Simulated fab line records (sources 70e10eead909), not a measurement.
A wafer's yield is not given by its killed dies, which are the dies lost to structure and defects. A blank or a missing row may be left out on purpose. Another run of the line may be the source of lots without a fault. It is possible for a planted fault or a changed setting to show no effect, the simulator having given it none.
Comparing a struck lot with a sound one    flow nand harc    14 steps out of a route of 1302
Sound: these wafers, L138.4, L138.5, L138.6. Struck: wafers L132.1, L132.2, L132.6. Last of all comes the cause.
Each step with rows lists, per side, the tool, then ch with its chambers, then its first start. Under that, the readings that differ: sound wafers    struck wafers    difference of the means    sigmas: that difference in standard deviations of wafers without a fault.
alike: a reading whose means differ by less than 2 such deviations, as well as words and numbers matching on both sides. not compared: withheld readings; readings where some wafer has no value; bounds like >300 that might hide an equal value; numbers whose values overlap and for which the record gives no deviation.
The two part at a step that has a row with sigmas, a row that says differs or no value, or rows on one side only. Numbers that have no deviation but don't overlap get no sigmas and don't part them. A reading that every wafer of one side lacks parts them only if that side has two wafers or more.

NHARC_P_CONTACT_PVD_32: deposits Ti, target thk 5 nm, time 17.7 s.
  sound on pvd sputter-03; struck on pvd sputter-03
  alike: substrate temp c, throttle valve pct
NHARC_P_CONTACT_ALD_22: deposits TiN, target thk 3 nm, pulse time 1 s, ald cycles 150.
  sound on ald metal-02 ch 2,3, day 12 22:18; struck on ald metal-03 ch 1,3, day 10 10:58
  alike: heater power w, precursor pulse height rel
NHARC_P_CONTACT_CVD_23: deposits W, target thk 200 nm, time 557 s.
  sound on cvd w-01 ch 0,1; struck on cvd w-01 ch 0,1
  alike: heater power w, throttle valve pct
NHARC_P_CONTACT_CMP_24: polishes, t overpolish 30 s, target thk 200 nm.
  sound on cmp-02 ch 0,3, day 12 23:08; struck on cmp-01 ch 0,1,2, day 10 11:51
  alike: edge zone pressure frac, motor current A, overpolish run s, time to endpoint s
then, 1 step without rows for these wafers: NHARC_P_CONTACT_SRD_26.
NHARC_P_CONTACT_INSPECT_27:
  sound on defect inspect-01 at day 12 23:32; struck on defect inspect-02 at day 10 12:12
  alike: raw defect count
then, 5 steps without rows for these wafers: NHARC_P_M0_DEP_00 (deposits SiOC, target thk 150 nm); NHARC_P_M0_DEHYDRATE_01 (time 120 s); NHARC_P_M0_HMDS_02 (time 30 s); NHARC_P_M0_COAT_33 (time 65 s); NHARC_P_M0_COAT_03 (resist thk 90 nm).
NHARC_P_M0_SOFTBAKE_04: time 55 s.
  sound on litho track-04 ch 0, day 13 00:00; struck on litho track-01 ch 0, day 10 12:00
reading                   sound                 struck                difference  sigmas
heater power total W (W)  188.47 188.35 188.34  179.21 179.08 179.38  -9.16       -65
  alike: exhaust pa, resist line temp C
then, 1 step without rows for these wafers: NHARC_P_M0_EBR_05.
-- jump in the record: it breaks off in module P_M0 and resumes in module END (first step shown: number 1302 of the route), and 19 days separate the struck wafers' starts before and after --
NHARC_END_SORT_01:
  sound on prober-01 ch 0, day 31 02:55; struck on prober-01 ch 0, day 29 00:47
  alike: defect limited yield, killed at array, killed at other, killed at periphery, killed dies, killed open, killed short, sort_bin_2_pct, sort_bin_3_pct, sort_bin_4_pct, sort n pass, sort rim yield pct, sort yield pct

## WHERE THEY PART
Only at NHARC_P_M0_SOFTBAKE_04, as far as this record shows. Later steps at which nothing parts them and some readings are alike: NHARC_END_SORT_01.

WHY: the cause the simulator had injected
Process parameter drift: litho track-01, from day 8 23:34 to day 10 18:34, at NHARC_P_M0_SOFTBAKE_04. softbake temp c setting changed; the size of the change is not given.
